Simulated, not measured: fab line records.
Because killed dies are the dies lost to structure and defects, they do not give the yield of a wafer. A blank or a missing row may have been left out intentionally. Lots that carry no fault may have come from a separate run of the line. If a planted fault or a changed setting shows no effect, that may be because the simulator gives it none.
fab line records ; flow nandHarc
record: lots: 10; wafers: 30; lastDay: 24
route steps=1159 shown A_BONDPAD@1080 THIN_TSV@1102 END@1158
lots that met no fault: taken from a fault-free run of the same line
startH: start of the lot's first displayed wafer, in hours after the record's first day ; waitH: how many hours have passed since the lot's step before this one ; " repeats the value in the row above ; L1.1+2: a single row standing in for several wafers ; - no value, or no start given ; * or withheld: withheld ; < > ~ a bound
route shown NAME@n: NAME is a module with steps in the file, n the number in the route of the first one ; usual: mean/standard deviation taken from wafers without a fault ; same: alike in all rows ; chamber/n: place in a boat ; sites: each site's reading ; _std_site: standard deviation of those values ; _edge_site: mean of outer sites minus mean of inner sites ; radiusMm: how far each site lies from the wafer's centre ; mask NAME#n: copy n ; behind: the tool/chamber that last shaped the wafer ; hold: why the lot went on hold/how many hours it stayed there/how the hold came to an end ; device: the n, p or np transistor that did not switch ; end of line: the route-end tests of the same wafers ; a step with no rows: only its recipe ; killed: dies lost to structure and defects at the first sort, not the wafer's yield ; map: per-die view of a wafer (x killed, . not killed, _ where there is no die)
set.NAME: the setting that was run; set.NAME@STEP: the one run at that earlier step ; model.NAME: the simulator's own value behind a step, which no gauge read
one table for each step of the route and one row for each wafer, over a sample of lots
services: the hour from which a tool's chamber was out of use, counted from the record's first day as startH (under 0 if before that day), plus the number of hours and why
== steps ==
step: NHARC_A_BONDPAD_ETCH_24
recipe: targetDepthA: 300; overEtchFrac: 0.3; timeS: 72.99; ionEnergyEv: 150; cf4FlowSccm: 50; n2FlowSccm: 100; arFlowSccm: 150; rfW: 300; biasW: 100; chemistry: CF4/N2
usual: drypumpMotorCurrentA: 5.4/0.32; oesProductAu: 0.998/0.013; rfVppV: 313.1/1.6; showerheadPlenumPTorr: 2.56/0.078; throttleValvePct: 19.794/0.0094
lot.wafer;tool;chamber;startH;waitH;drypumpMotorCurrentA;oesProductAu;rfHoursCounterH;rfVppV;showerheadPlenumPTorr;throttleValvePct
L562.1;rieDiel-09;3;-;-;5.0;0.996;5;311.1;2.49;19.779
L562.2;rieDiel-09;1;-;-;5.3;0.972;6;311.2;2.48;19.791
L562.6;rieDiel-09;0;-;-;5.6;1.008;-;313.3;2.54;19.797
L560.1;rieDiel-09;0;-;-;5.6;1.026;5;312.4;2.54;19.797
L560.4;rieDiel-09;1;-;-;5.3;0.994;6;312.3;2.48;19.813
L560.5;rieDiel-09;0;-;-;5.6;1.019;-;313.0;2.54;19.802
L564.2;rieDiel-12;2;-;-;5.1;1.017;6;314.1;2.57;19.800
L564.1;rieDiel-12;3;-;-;6.2;0.997;5;311.9;2.51;19.799
L564.5;rieDiel-12;1;-;-;4.7;0.989;-;317.5;2.75;19.792
L566.4;rieDiel-12;2;-;-;5.2;0.996;9;314.0;2.57;19.773
L566.6;rieDiel-12;2;-;-;5.2;0.998;-;312.1;2.57;19.796
L566.5;rieDiel-12;3;-;-;6.2;0.995;-;312.3;2.51;19.796
L568.3;rieDiel-09;3;-;-;5.1;0.991;0;312.1;2.49;19.823
L568.2;rieDiel-09;2;-;-;5.6;0.992;1;314.4;2.65;19.791
L568.5;rieDiel-09;3;-;-;5.1;0.986;-;311.6;2.49;19.790
L567.1;rieDiel-09;3;-;-;5.0;1.006;1;310.9;2.49;19.805
L567.4;rieDiel-09;0;-;-;5.6;1.017;0;313.1;2.54;19.795
L567.2;rieDiel-09;2;-;-;5.6;1.015;1;312.5;2.65;19.804
L569.1;rieDiel-09;0;-;-;5.6;1.022;1;312.2;2.54;19.772
L569.4;rieDiel-09;2;-;-;5.5;1.009;1;315.1;2.65;19.807
L569.5;rieDiel-09;0;-;-;5.6;1.015;-;313.2;2.54;19.799
L574.4;rieDiel-09;0;-;-;5.6;1.015;2;312.3;2.54;19.787
L574.3;rieDiel-09;1;-;-;5.3;0.985;2;312.1;2.48;19.789
L574.1;rieDiel-09;2;-;-;5.6;1.014;2;313.6;2.65;19.800
L577.3;rieDiel-12;2;-;-;5.2;0.998;23;313.8;2.56;19.790
L577.4;rieDiel-12;3;-;-;6.2;0.991;22;312.7;2.50;19.809
L577.6;rieDiel-12;1;-;-;4.7;0.986;-;315.7;2.74;19.782
L582.1;rieDiel-09;0;-;-;5.6;1.018;4;313.2;2.54;19.808
L582.4;rieDiel-09;1;-;-;5.3;0.980;4;312.0;2.48;19.797
L582.6;rieDiel-09;2;-;-;5.6;1.005;-;313.8;2.65;19.796
step: NHARC_A_BONDPAD_ANNEAL_28
recipe: tempC: 225; timeS: 90
usual: wafer_temp_C_max: 226.5/0.36
lot.wafer;tool;chamber;startH;waitH;wafer_temp_C_max
L562.1;rtpAnneal-01;0;419.76;0.3;226.6
L562.2;rtpAnneal-01;0;419.76;0.3;226.7
L562.6;rtpAnneal-01;0;419.76;0.3;227.2
L560.1;rtpAnneal-02;0;420.06;-;226.0
L560.4;rtpAnneal-02;0;420.06;-;226.7
L560.5;rtpAnneal-02;0;420.06;-;226.1
L564.1;rtpAnneal-01;0;425.14;-;226.2
L564.2;rtpAnneal-01;0;425.14;-;226.7
L564.5;rtpAnneal-01;0;425.14;-;226.6
L566.4;rtpAnneal-01;0;441.72;-;226.8
L566.5;rtpAnneal-01;0;441.72;-;226.6
L566.6;rtpAnneal-01;0;441.72;-;226.9
L568.2;rtpAnneal-01;0;454.71;0.4;226.6
L568.3;rtpAnneal-01;0;454.71;0.4;226.6
L568.5;rtpAnneal-01;0;454.71;0.4;227.0
L567.1;rtpAnneal-01;0;456.04;-;227.2
L567.2;rtpAnneal-01;0;456.04;-;226.8
L567.4;rtpAnneal-01;0;456.04;-;226.7
L569.1;rtpAnneal-01;0;469.52;0.3;226.3
L569.4;rtpAnneal-01;0;469.52;0.3;226.3
L569.5;rtpAnneal-01;0;469.52;0.3;227.2
L574.1;rtpAnneal-02;0;499.72;-;226.7
L574.3;rtpAnneal-02;0;499.72;-;226.3
L574.4;rtpAnneal-02;0;499.72;-;226.5
L577.3;rtpAnneal-02;0;507.40;-;226.4
L577.4;rtpAnneal-02;0;507.40;-;226.1
L577.6;rtpAnneal-02;0;507.40;-;226.0
L582.1;rtpAnneal-01;0;542.77;0.3;226.9
L582.4;rtpAnneal-01;0;542.77;0.3;226.7
L582.6;rtpAnneal-01;0;542.77;0.3;226.7
step: NHARC_THIN_TSV_CMP_01
recipe: targetThkUm: 3
usual: edgeZonePressureFrac: 1.000/0.0052; motorCurrentA: 11.8/1.4
lot.wafer;tool;chamber;startH;waitH;edgeZonePressureFrac;motorCurrentA
L560.1;cmp-02;3;434.12;1.0;1.004;11.7
L560.4;cmp-02;2;434.12;1.0;1.000;13.8
L560.5;cmp-02;3;434.12;1.0;0.999;11.8
L562.2;cmp-01;0;435.33;0.8;1.005;13.2
L562.1;cmp-01;1;435.33;0.8;1.004;12.9
L562.6;cmp-01;1;435.33;0.8;0.994;12.2
L564.2;cmp-02;1;438.48;0.8;1.001;12.2
L564.1;cmp-02;0;438.48;0.8;0.996;10.0
L564.5;cmp-02;1;438.48;0.8;0.995;12.0
L566.4;cmp-04;2;453.65;0.4;1.004;11.7
L566.6;cmp-04;2;453.65;0.4;0.992;12.0
L566.5;cmp-04;3;453.65;0.4;1.002;11.7
L568.3;cmp-01;0;466.86;0.6;1.007;14.4
L568.2;cmp-01;1;466.86;0.6;1.004;12.0
L568.5;cmp-01;1;466.86;0.6;1.003;12.2
L567.4;cmp-01;2;468.08;0.4;1.001;11.0
L567.1;cmp-01;0;468.08;0.4;1.000;14.5
L567.2;cmp-01;1;468.08;0.4;0.994;10.9
L569.4;cmp-04;3;482.32;0.5;0.996;11.1
L569.1;cmp-04;0;482.32;0.5;0.992;13.4
L569.5;cmp-04;1;482.32;0.5;0.990;9.0
L574.4;cmp-02;1;516.25;0.4;0.996;12.2
L574.1;cmp-02;3;516.25;0.4;1.005;12.0
L574.3;cmp-02;0;516.25;0.4;0.994;9.6
L577.3;cmp-02;2;518.67;0.7;1.001;13.8
L577.4;cmp-02;3;518.67;0.7;1.001;12.3
L577.6;cmp-02;1;518.67;0.7;0.999;12.6
L582.1;cmp-01;0;554.83;1.1;0.996;13.8
L582.4;cmp-01;2;554.83;1.1;0.998;10.9
L582.6;cmp-01;3;554.83;1.1;1.009;11.5
step: NHARC_THIN_TSV_PRE_CLEAN_50
recipe: timeS: 30; tempC: 280; gas: H2/He
usual: heaterPowerW: 399/53
lot.wafer;tool;chamber;startH;waitH;heaterPowerW
L560.1;pvdSputter-01;-;438.67;-;395
L560.4;pvdSputter-01;-;438.67;-;426
L560.5;pvdSputter-01;-;438.67;-;296
L562.1;pvdSputter-01;-;439.83;-;290
L562.2;pvdSputter-01;-;439.83;-;414
L562.6;pvdSputter-01;-;439.83;-;291
L564.2;pvdSputter-03;-;442.61;-;453
L564.1;pvdSputter-03;-;442.61;-;403
L564.5;pvdSputter-03;-;442.61;-;451
L566.4;pvdSputter-01;-;458.11;-;399
L566.6;pvdSputter-01;-;458.11;-;288
L566.5;pvdSputter-01;-;458.11;-;406
L568.2;pvdSputter-03;-;470.95;-;413
L568.3;pvdSputter-03;-;470.95;-;396
L568.5;pvdSputter-03;-;470.95;-;409
L567.1;pvdSputter-03;-;472.39;-;390
L567.2;pvdSputter-03;-;472.39;-;373
L567.4;pvdSputter-03;-;472.39;-;424
L569.1;pvdSputter-01;-;486.47;-;398
L569.4;pvdSputter-01;-;486.47;-;424
L569.5;pvdSputter-01;-;486.47;-;293
L574.1;pvdSputter-03;-;520.57;-;416
L574.3;pvdSputter-03;-;520.57;-;427
L574.4;pvdSputter-03;-;520.57;-;386
L577.3;pvdSputter-03;-;523.16;-;359
L577.4;pvdSputter-03;-;523.16;-;414
L577.6;pvdSputter-03;-;523.16;-;363
L582.1;pvdSputter-02;-;559.20;-;410
L582.4;pvdSputter-02;-;559.20;-;390
L582.6;pvdSputter-02;-;559.20;-;423
step: NHARC_END_WLT_00
usual: VT_DECK1_BOTTOM: 0.872/0.0076; VT_DECK1_BOTTOM_INNER: 0.872/0.0073; VT_DECK1_MEDIAN_NEAR_BOTTOM: 0.874/0.0077; VT_DECK1_MEDIAN_NEAR_BOTTOM_INNER: 0.873/0.0073; VT_DECK1_MIDDLE: 0.886/0.0064; VT_DECK1_MIDDLE_INNER: 0.886/0.0072; VT_DECK1_TOP: 0.898/0.0071; VT_DECK1_TOP_INNER: 0.898/0.0068
lot.wafer;tool;chamber;startH;waitH;hold;VT_DECK1_BOTTOM;VT_DECK1_BOTTOM_INNER;VT_DECK1_MEDIAN_NEAR_BOTTOM;VT_DECK1_MEDIAN_NEAR_BOTTOM_INNER;VT_DECK1_MIDDLE;VT_DECK1_MIDDLE_INNER;VT_DECK1_TOP;VT_DECK1_TOP_INNER
L562.1;prober-01;-;447.71;0.0;-;0.874;0.868;0.869;0.873;0.891;0.884;0.903;0.899
L562.2;prober-01;-;447.71;0.0;-;0.865;0.871;0.875;0.882;0.890;0.885;0.899;0.906
L562.6;prober-01;-;450.22;2.6;-;0.873;0.881;0.876;0.879;0.891;0.886;0.909;0.912
L560.1;prober-02;-;447.72;0.1;-;0.866;0.874;0.868;0.882;0.878;0.892;0.892;0.884
L560.4;prober-02;-;449.24;1.6;-;0.876;0.876;0.870;0.872;0.889;0.880;0.900;0.894
L560.5;prober-02;-;449.24;1.6;-;0.876;0.876;0.883;0.881;0.892;0.893;0.895;0.894
L564.1;prober-01;-;455.47;5.0;-;0.868;0.868;0.866;0.869;0.884;0.892;0.902;0.902
L564.2;prober-01;-;455.47;5.0;-;0.865;0.868;0.856;0.866;0.885;0.889;0.893;0.894
L564.5;prober-01;-;457.49;7.0;-;0.876;0.863;0.872;0.874;0.891;0.882;0.891;0.898
L566.4;prober-02;-;468.88;1.5;-;0.874;0.870;0.873;0.877;0.884;0.886;0.901;0.899
L566.5;prober-02;-;468.88;1.5;-;0.865;0.869;0.869;0.868;0.887;0.882;0.903;0.898
L566.6;prober-02;-;468.88;1.5;-;0.871;0.874;0.871;0.878;0.892;0.887;0.905;0.900
L568.2;prober-02;-;480.14;0.6;-;0.869;0.872;0.868;0.874;0.880;0.887;0.895;0.895
L568.3;prober-02;-;480.14;0.6;-;0.878;0.865;0.876;0.869;0.886;0.885;0.893;0.894
L568.5;prober-02;-;480.14;0.6;-;0.875;0.871;0.874;0.867;0.883;0.889;0.895;0.903
L567.1;prober-01;-;482.94;3.3;-;0.874;0.888;0.872;0.883;0.888;0.890;0.907;0.896
L567.2;prober-01;-;482.94;3.3;-;0.869;0.882;0.877;0.881;0.889;0.893;0.900;0.902
L567.4;prober-01;-;484.45;4.8;-;0.868;0.861;0.868;0.876;0.886;0.875;0.899;0.896
L569.1;prober-02;-;495.37;0.1;-;0.862;0.872;0.862;0.864;0.884;0.876;0.898;0.897
L569.4;prober-02;-;496.86;1.6;-;0.879;0.876;0.874;0.873;0.881;0.886;0.897;0.896
L569.5;prober-02;-;496.86;1.6;-;0.873;0.873;0.871;0.872;0.884;0.882;0.893;0.892
L577.3;prober-02;-;533.61;3.9;awaitDispo/1.8h/release;0.888;0.883;0.880;0.882;0.891;0.897;0.909;0.909
L577.4;prober-02;-;533.61;3.9;awaitDispo/1.8h/release;0.877;0.879;0.875;0.879;0.889;0.889;0.905;0.913
L577.6;prober-02;-;535.11;5.4;awaitDispo/1.8h/release;0.878;0.878;0.887;0.875;0.890;0.887;0.907;0.904
L574.1;prober-02;-;537.38;7.7;awaitDispo/2.9h/release;0.859;0.860;0.856;0.858;0.877;0.879;0.894;0.883
L574.3;prober-02;-;538.39;8.7;awaitDispo/0.2h/release;0.862;0.864;0.856;0.857;0.871;0.888;0.895;0.885
L574.4;prober-02;-;538.39;8.7;awaitDispo/0.2h/release;0.864;0.858;0.867;0.859;0.875;0.870;0.884;0.892
L574.1;prober-02;-;540.56;2.7;awaitDispo/0.2h/release;0.856;0.855;0.853;0.856;0.879;0.871;0.888;0.887
L574.3;prober-02;-;541.57;2.7;-;0.858;0.865;0.867;0.856;0.877;0.876;0.889;0.884
L574.4;prober-02;-;541.57;2.7;-;0.863;0.857;0.857;0.852;0.880;0.874;0.900;0.888
L582.1;prober-01;-;567.95;0.0;-;0.873;0.878;0.877;0.871;0.894;0.883;0.898;0.897
L582.4;prober-01;-;569.47;1.6;-;0.861;0.881;0.878;0.876;0.884;0.889;0.900;0.904
L582.6;prober-01;-;570.48;2.6;-;0.882;0.878;0.880;0.873;0.892;0.898;0.897;0.893
step: NHARC_END_SORT_01
recipe: tempC: 25
usual: defectLimitedYield: 95.4/1.8; killedAtArray: 27/11; killedAtOther: 0.7/1.1; killedAtPeriphery: 3.4/2.1; killedDies: 31/12; killedOpen: 3.6/2; killedShort: 2.0/1.3; sort_bin_2_pct: 1.5/0.71; sort_bin_3_pct: 0.25/0.22; sort_bin_4_pct: 2.9/1.2; sortNPass: 646/12; sortRimYieldPct: 95.0/2.5; sortYieldPct: 95.4/1.8
same: grossDies: 677; sort_bin_5_pct[%]: 0; sort_bin_6_pct[%]: 0; sort_bin_7_pct[%]: 0; sort_bin_8_pct[%]: 0; sortRimNGross: 106.00
lot.wafer;tool;chamber;startH;waitH;hold;defectLimitedYield[%];killedAtArray;killedAtOther;killedAtPeriphery;killedDies;killedOpen;killedShort;sort_bin_2_pct[%];sort_bin_3_pct[%];sort_bin_4_pct[%];sortNPass;sortRimYieldPct[%];sortYieldPct[%]
L560.1;prober-02;0;450.76;2.5;-;96.2;21;0;5;26;0;3;0.9;0.74;2.2;651;95.3;96.2
L560.4;prober-02;0;453.15;3.4;-;94.2;36;0;3;39;3;3;1.5;0.30;4.0;638;94.3;94.2
L560.5;prober-02;0;453.94;3.7;-;93.5;38;0;6;44;6;2;2.4;0;4.1;633;91.5;93.5
L564.1;prober-01;0;458.50;2.5;-;96.8;18;1;3;22;2;0;1.0;0.30;1.9;655;97.2;96.8
L564.2;prober-01;0;459.31;2.8;-;93.9;33;2;6;41;4;2;2.2;0;3.8;636;96.2;93.9
L564.5;prober-01;0;461.73;3.7;-;95.4;24;0;7;31;1;0;1.5;0.30;2.8;646;97.2;95.4
L566.4;prober-02;0;472.80;3.4;-;97.6;11;0;5;16;0;0;0.3;0.15;1.9;661;99.1;97.6
L566.5;prober-02;0;473.61;3.7;-;97.2;14;0;5;19;5;0;0.9;0.15;1.8;658;96.2;97.2
L566.6;prober-02;0;474.42;4.1;-;97.6;15;0;1;16;4;0;1.0;0.15;1.2;661;97.2;97.6
L568.2;prober-02;0;483.43;2.8;-;96.2;24;0;2;26;2;2;1.3;0.30;2.2;651;96.2;96.2
L568.3;prober-02;0;484.23;3.1;-;95.4;28;0;3;31;2;0;1.3;0.59;2.7;646;99.1;95.4
L568.5;prober-02;0;485.84;3.7;-;94.8;31;1;3;35;5;3;1.5;0.15;3.5;642;96.2;94.8
L567.1;prober-01;0;485.96;2.5;-;97.2;19;0;0;19;3;2;0.6;0;2.2;658;98.1;97.2
L567.2;prober-01;0;486.76;2.8;-;96.0;24;0;3;27;2;3;0.9;0.30;2.8;650;91.5;96.0
L567.4;prober-01;0;488.37;3.4;-;95.3;26;1;5;32;8;0;1.3;0;3.4;645;93.4;95.3
L577.3;prober-01;0;537.20;3.1;awaitDispo/2.7h/release;97.0;17;0;3;20;1;4;0.7;0.15;2.1;657;93.4;97.0
L577.4;prober-01;0;537.99;3.4;awaitDispo/2.7h/release;81.8;29;93;1;123;4;3;7.7;4.28;6.2;554;92.5;81.8
L577.6;prober-01;0;539.58;4.0;awaitDispo/2.7h/release;96.5;24;0;0;24;1;2;1.8;0.15;1.6;653;94.3;96.5
L574.1;prober-01;0;547.41;6.3;awaitDispo/1.8h/release;96.0;22;0;5;27;3;2;0.9;0;3.1;650;97.2;96.0
L574.3;prober-01;0;549.01;6.9;awaitDispo/1.8h/release;82.9;21;91;4;116;3;1;7.7;3.84;5.6;561;84.0;82.9
L574.4;prober-01;0;549.82;7.2;awaitDispo/1.8h/release;95.6;23;2;5;30;0;3;1.2;0;3.2;647;91.5;95.6
killed by level:class
L560.1 A_CHANNEL_HOLE_D1:chamberFilmFlake=10 P_M1:chamberFilmFlake=3 A_SLIT:chamberFilmFlake=3 A_STAIRCASE:chamberFilmFlake=3 P_STI:chamberFilmFlake=2 A_ZERO_WELL:chamberFilmFlake=2 A_CHANNEL_HOLE_D1:geometricParticle:short=1 A_CHANNEL_FILL_D1:geometricParticle:short=1
L560.4 A_CHANNEL_HOLE_D1:chamberFilmFlake=11 A_SLIT:chamberFilmFlake=11 A_CONTACT:chamberFilmFlake=4 P_M1:chamberFilmFlake=2 A_STAIRCASE:chamberFilmFlake=2 A_ONON_D1:geometricParticle:short=1 A_CHANNEL_FILL_D1:geometricParticle:open=1 A_CHANNEL_FILL_D1:geometricParticle:short=1
L560.5 A_CHANNEL_HOLE_D1:chamberFilmFlake=15 A_SLIT:chamberFilmFlake=13 P_M1:chamberFilmFlake=3 P_M1:geometricParticle:open=2 A_ONON_D1:geometricParticle:short=2 A_STAIRCASE:chamberFilmFlake=2 A_CONTACT:chamberFilmFlake=2 A_CHANNEL_FILL_D1:geometricParticle:open=1
L564.1 A_CHANNEL_HOLE_D1:chamberFilmFlake=13 A_SLIT:chamberFilmFlake=2 A_CONTACT:chamberFilmFlake=2 P_CONTACT:geometricParticle:open=1 P_ZERO_WELL:chamberFilmFlake=1 P_M2:chamberFilmFlake=1 STARTING-WAFER:geometricParticle:open=1 A_STAIRCASE:chamberFilmFlake=1
L564.2 A_CHANNEL_HOLE_D1:chamberFilmFlake=20 P_ZERO_WELL:chamberFilmFlake=3 A_CONTACT:chamberFilmFlake=3 A_STAIRCASE:chamberFilmFlake=3 A_SLIT:chamberFilmFlake=3 STARTING-WAFER:geometricParticle:open=2 P_CONTACT:geometricParticle:open=1 P_CONTACT:geometricParticle:short=1
L564.5 A_CHANNEL_HOLE_D1:chamberFilmFlake=11 A_CONTACT:chamberFilmFlake=8 P_ZERO_WELL:chamberFilmFlake=5 A_STAIRCASE:chamberFilmFlake=2 P_M1:geometricParticle:open=1 P_STI:chamberFilmFlake=1 A_ZERO_WELL:chamberFilmFlake=1 A_CHANNEL_FILL_D1:chamberFilmFlake=1
L566.4 A_STAIRCASE:chamberFilmFlake=6 A_BLC:chamberFilmFlake=3 P_ZERO_WELL:chamberFilmFlake=2 P_STI:chamberFilmFlake=2 A_CHANNEL_HOLE_D1:chamberFilmFlake=2 P_GATE:chamberFilmFlake=1
L566.5 A_STAIRCASE:chamberFilmFlake=6 P_M0:geometricParticle:open=2 P_STI:chamberFilmFlake=2 A_CHANNEL_HOLE_D1:chamberFilmFlake=2 A_WL_FILL:chamberFilmFlake=2 P_CONTACT:geometricParticle:open=1 A_WL_FILL:geometricParticle:open=1 A_CONTACT:geometricParticle:open=1
L566.6 A_CHANNEL_HOLE_D1:chamberFilmFlake=3 A_STAIRCASE:chamberFilmFlake=3 A_ZERO_WELL:chamberFilmFlake=2 A_CONTACT:chamberFilmFlake=2 A_BLC:chamberFilmFlake=2 P_M1:geometricParticle:open=1 A_ONON_D1:geometricParticle:open=1 A_WL_FILL:geometricParticle:open=1
L568.2 A_CHANNEL_HOLE_D1:chamberFilmFlake=11 A_STAIRCASE:chamberFilmFlake=4 A_SGD_CUT:chamberFilmFlake=2 A_CONTACT:chamberFilmFlake=2 P_M0:geometricParticle:open=1 A_CHANNEL_FILL_D1:geometricParticle:short=1 A_SGD_CUT:geometricParticle:short=1 A_WL_FILL:geometricParticle:open=1
L568.3 A_CHANNEL_HOLE_D1:chamberFilmFlake=19 A_STAIRCASE:chamberFilmFlake=5 A_CONTACT:chamberFilmFlake=2 P_CONTACT:geometricParticle:open=1 A_SOURCE_PLATE:geometricParticle:open=1 P_ZERO_WELL:chamberFilmFlake=1 P_STI:chamberFilmFlake=1 A_SGD_CUT:chamberFilmFlake=1
L568.5 A_CHANNEL_HOLE_D1:chamberFilmFlake=18 A_STAIRCASE:chamberFilmFlake=4 P_CONTACT:geometricParticle:open=1 P_M0:geometricParticle:open=1 A_ONON_D1:geometricParticle:short=1 A_CHANNEL_FILL_D1:geometricParticle:short=1 A_WL_FILL:geometricParticle:open=1 A_CONTACT:geometricParticle:open=1
L567.1 A_SLIT:chamberFilmFlake=7 A_CHANNEL_FILL_D1:chamberFilmFlake=3 A_CONTACT:geometricParticle:open=2 A_STAIRCASE:chamberFilmFlake=2 A_CONTACT:chamberFilmFlake=2 A_SOURCE_PLATE:geometricParticle:open=1 A_SOURCE_PLATE:geometricParticle:short=1 A_M1:geometricParticle:short=1
L567.2 A_SLIT:chamberFilmFlake=7 A_CHANNEL_FILL_D1:chamberFilmFlake=5 A_STAIRCASE:chamberFilmFlake=4 A_CONTACT:chamberFilmFlake=3 P_STI:geometricParticle:short=1 P_M0:geometricParticle:open=1 A_ONON_D1:geometricParticle:short=1 A_SGD_CUT:geometricParticle:open=1
L567.4 A_SLIT:chamberFilmFlake=13 A_CONTACT:geometricParticle:open=3 A_SGD_CUT:geometricParticle:open=2 P_GATE:chamberFilmFlake=2 A_CHANNEL_FILL_D1:chamberFilmFlake=2 A_STAIRCASE:chamberFilmFlake=2 P_BONDPAD:geometricParticle:open=1 A_CHANNEL_FILL_D1:geometricParticle:open=1
L577.3 A_SLIT:chamberFilmFlake=5 A_CHANNEL_HOLE_D1:chamberFilmFlake=4 A_CONTACT:chamberFilmFlake=4 P_M1:geometricParticle:short=1 A_ONON_D1:geometricParticle:short=1 A_WL_FILL:geometricParticle:short=1 A_WL_FILL:geometricParticle:open=1 A_M0:geometricParticle:short=1
L577.4 THIN_TSV:unspecified=93 A_SLIT:chamberFilmFlake=18 A_WL_FILL:chamberFilmFlake=3 P_M0:geometricParticle:open=1 A_ONON_D1:geometricParticle:short=1 A_ONON_D1:geometricParticle:open=1 A_SGD_CUT:geometricParticle:short=1 A_WL_FILL:geometricParticle:short=1
L577.6 A_SLIT:chamberFilmFlake=12 A_CHANNEL_HOLE_D1:chamberFilmFlake=6 A_CONTACT:chamberFilmFlake=2 A_ONON_D1:geometricParticle:short=1 A_CONTACT:geometricParticle:open=1 A_M0:geometricParticle:short=1 A_STAIRCASE:chamberFilmFlake=1
L574.1 A_SLIT:chamberFilmFlake=12 A_CHANNEL_HOLE_D1:chamberFilmFlake=2 A_STAIRCASE:chamberFilmFlake=2 A_CONTACT:chamberFilmFlake=2 P_M0:geometricParticle:open=1 A_ONON_D1:geometricParticle:short=1 A_CHANNEL_FILL_D1:geometricParticle:short=1 A_M0:geometricParticle:open=1
L574.3 THIN_TSV:unspecified=90 A_SLIT:chamberFilmFlake=8 A_CHANNEL_HOLE_D1:chamberFilmFlake=5 P_STI:chamberFilmFlake=3 A_CONTACT:chamberFilmFlake=3 A_STAIRCASE:chamberFilmFlake=2 A_SLIT:geometricParticle:open=1 A_CONTACT:geometricParticle:open=1
L574.4 A_SLIT:chamberFilmFlake=15 A_CHANNEL_HOLE_D1:chamberFilmFlake=5 P_STI:chamberFilmFlake=3 THIN_TSV:chamberFilmFlake=2 P_GATE:geometricParticle:short=1 A_SOURCE_PLATE:geometricParticle:short=1 A_SGD_CUT:geometricParticle:short=1 P_M0:chamberFilmFlake=1
== services ==
tool;chamber;startH;hours;kind
pvdSputter-02;-;395.91;10.0;pm
cmp-04;-;399.14;4.0;pm
rieDiel-09;0;410.10;-;clean
cmp-02;-;422.56;4.0;pm
rieDiel-09;-;431.10;9.0;pm
cmp-04;-;431.21;12.0;repair
pvdSputter-03;-;435.41;0.5;repair
rieDiel-09;0;442.60;2.9;repair
cmp-01;-;453.25;4.0;repair
pvdSputter-03;-;458.04;10.0;pm
pvdSputter-01;-;464.33;4.0;repair
cmp-01;-;468.75;3.8;repair
cmp-01;-;473.50;4.0;pm
cmp-04;-;484.82;4.7;repair
pvdSputter-03;-;495.71;0.8;repair
cmp-04;-;497.16;4.0;pm
pvdSputter-01;-;519.53;10.0;pm
cmp-02;-;520.56;4.0;pm
cmp-02;-;533.06;2.5;repair
cmp-01;-;536.41;0.5;repair
rieDiel-12;3;539.57;7.7;repair
cmp-01;-;546.44;4.4;repair
pvdSputter-02;-;547.95;1.1;repair
rieDiel-12;-;556.40;9.0;pm
== key ==
firstSign: step: NHARC_END_SORT_01; reading: killedAtOther; direction: up; sigmas: 80; usual: 0.7; struck: 92
effect: step: NHARC_END_SORT_01; reading: defectLimitedYield; direction: down; sigmas: 7.2; usual: 95.4; struck: 82.3
moreKillsBornAt: NHARC_THIN_TSV_PRE_CLEAN_50@pvdSputter-03: 183
metAt NHARC_THIN_TSV_PRE_CLEAN_50
struckLots L574,L577
struckWafers L574.3,L577.4
notActingAt NHARC_A_BONDPAD_ETCH_24,NHARC_A_BONDPAD_ANNEAL_28,NHARC_THIN_TSV_CMP_01
onsetBetween 472.39 520.57
fault: kind: chamberParticleSource; tool: pvdSputter-03; chamber: -; onsetH: 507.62; steps: NHARC_THIN_TSV_PRE_CLEAN_50; ratePerVisitCm2: 1.0361; endH: 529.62; scope: struckWafersOnly
